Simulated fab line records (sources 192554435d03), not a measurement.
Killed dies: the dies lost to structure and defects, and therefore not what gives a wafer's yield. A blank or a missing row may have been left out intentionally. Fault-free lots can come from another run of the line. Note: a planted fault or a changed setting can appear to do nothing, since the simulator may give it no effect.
A struck lot beside a sound one | flow n5 finfet | 25 steps out of a route of 1938
Sound: these wafers, L358.3, L358.4, L358.6. Struck: wafers L347.4, L347.6. (L347.1 of the same lot was not struck and is left out.) The cause comes at the end.
For every step that has rows: the tool of each side, followed by ch and its chambers, followed by its first start. Under that, the readings that differ: sound wafers | struck wafers | difference of the means | sigmas: that difference in standard deviations of wafers without a fault.
alike: same words and numbers on both sides, and readings whose means sit less than 2 such deviations apart. not compared: any withheld reading, any reading some wafer has no value for, any bound like >300 that may hide the same value, and any number with overlapping values for which the record gives no deviation.
The two part at a step that has a row with sigmas, a row that says differs or no value, or rows on one side only. Numbers that don't overlap but have no deviation are shown without sigmas and don't part them. Lack of a reading on every wafer of one side parts them only where that side has two or more wafers.

first, 9 steps without rows for these wafers: N5_BEOL_M0_SAQP_EXPOSE_11 (exposes mask M0 CORE, target cd 42 nm); N5_BEOL_M0_SAQP_PEB_12 (peb time 60 s); N5_BEOL_M0_SAQP_DEVELOP_13 (develop time 30 s); N5_BEOL_M0_SAQP_DESCUM_19 (chemistry O2, time 7.9 s); N5_BEOL_M0_SAQP_ETCH_83 (etches SiARC in CF4, target depth 39 nm, time 65 s); N5_BEOL_M0_SAQP_ETCH_84 (etches SOC in N2/H2, target depth 100 nm, overetch 20 nm, time 150 s); N5_BEOL_M0_SAQP_STRIP_80 (strips in N2/H2); N5_BEOL_M0_SAQP_HM_OPEN_112 (chemistry CHF3/O2, target SiO2, stops on a-Si, target depth 12 nm, time 13.5 s); N5_BEOL_M0_SAQP_STRIP_113 (strips in CHF3/O2).
N5_BEOL_M0_SAQP_MANDREL_ETCH_20: etches a-Si in HBr/Cl2, stops on SiNx, target depth 60 nm, bt time 10 s, time 30 s.
  sound on rie si-05 ch 0,2,3, day 11 02:41; struck on rie si-06 ch 1, day 8 06:09
  reading                                         | sound             | struck          | difference | sigmas
  oes product au (a.u.)                           | 0.788 0.788 0.768 | 0.684 0.680     | -0.099     | -8
  over etch frac                                  | 0.5 0.5 0.5       | 0.86887 0.86887 | +0.36887   |
  model.SOC_of_BEOL_M0_SAQP_COAT_81.thk nm (nm)   | 76.2 76.2 76.4    | 68.8 69         | -7.4       |
  model.SiNx_of_BEOL_M0_SAQP_PECVD_97.thk nm (nm) | 18.2 19 18.8      | 14.4 14.6       | -4.2       |
  alike: drypump motor current A, throttle valve pct
  not compared: rf hours counter h
then, 12 steps without rows for these wafers: N5_BEOL_M0_SAQP_STRIP_86 (strips in N2/H2); N5_BEOL_M0_SAQP_STRIP_115 (strips in post etch residue remover, time 60 s); N5_BEOL_M0_SAQP_SRD_93 (time 30 s); N5_BEOL_M0_SAQP_RECESS_114 (chemistry HF/NH3, target SiO2, target depth 14.4 nm, afs cycles 3, sublimation time 60 s); N5_BEOL_M0_SAQP_SPACER1_ALD_98 (deposits SiO2, target thk 12.8 nm, pulse time 1 s, purge time 2 s); N5_BEOL_M0_SAQP_SPACER1_ETCHBACK_99 (etches SiO2 in CHF3/O2, target depth 15.4 nm, time 7.7 s); N5_BEOL_M0_SAQP_MANDREL1_REMOVE_100 (chemistry HBr/Cl2/O2, target a-Si, stops on SiNx, bt time 10 s); N5_BEOL_M0_SAQP_ETCH_101 (etches SiNx in CH3F/O2, target depth 29.9 nm, time 42.7 s); N5_BEOL_M0_SAQP_ETCH_102 (etches SiO2 in CF4, target depth 4 nm, time 4.4 s); N5_BEOL_M0_SAQP_MANDREL_ETCH_103 (etches a-Si in HBr/Cl2, stops on SiCN, target depth 45 nm, bt time 10 s, time 27 s); N5_BEOL_M0_SAQP_RECESS_104 (chemistry HF/NH3, target SiO2, target depth 18 nm, afs cycles 3, sublimation time 60 s); N5_BEOL_M0_SAQP_COAT_105 (time 60 s, resist thk 100 nm).
N5_BEOL_M0_SAQP_ETCH_106: etches SOC in N2/H2, stops on SiNx, target depth 150 nm.
  sound on rie diel-02 ch 0,3, day 11 04:55; struck on rie diel-02 ch 2,3, day 8 08:16
  reading                                         | sound        | struck    | difference | sigmas
  model.SiNx_of_BEOL_M0_SAQP_PECVD_97.thk nm (nm) | 15.2 16 15.8 | 11.4 11.8 | -4.1       |
  alike: drypump motor current A, oes product au, rf vpp V, showerhead plenum p Torr, throttle valve pct
  not compared: rf hours counter h
then, 1 step without rows for these wafers: N5_BEOL_M0_SAQP_ETCH_107 (etches SiNx in CH3F/O2, target depth 30 nm).
-- here the record skips 2 days between the struck wafers' starts before and after, leaving off in module BEOL_M0_SAQP and picking up in module BEOL_M4 (first step shown: number 1111 of the route) --
N5_BEOL_M4_RC_MEAS_101:
  sound on prober-02 ch 0, day 14 08:02; struck on prober-01 ch 0, day 10 11:14
  alike: DIBL_N, DIBL_P, IOFF_N, IOFF_P, ION_N, ION_P, SS_N, SS_P, VT_N, VT_P

WHERE THEY PART
Within this record, at N5_BEOL_M0_SAQP_MANDREL_ETCH_20 only. Later steps at which nothing parts them and some readings are alike: N5_BEOL_M0_SAQP_ETCH_106, N5_BEOL_M4_RC_MEAS_101.

WHY: what had been put in by the simulator
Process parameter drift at N5_BEOL_M0_SAQP_MANDREL_ETCH_20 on rie si-06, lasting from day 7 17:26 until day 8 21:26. Setting over etch frac, moved by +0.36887, from 0.5. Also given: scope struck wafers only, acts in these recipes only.
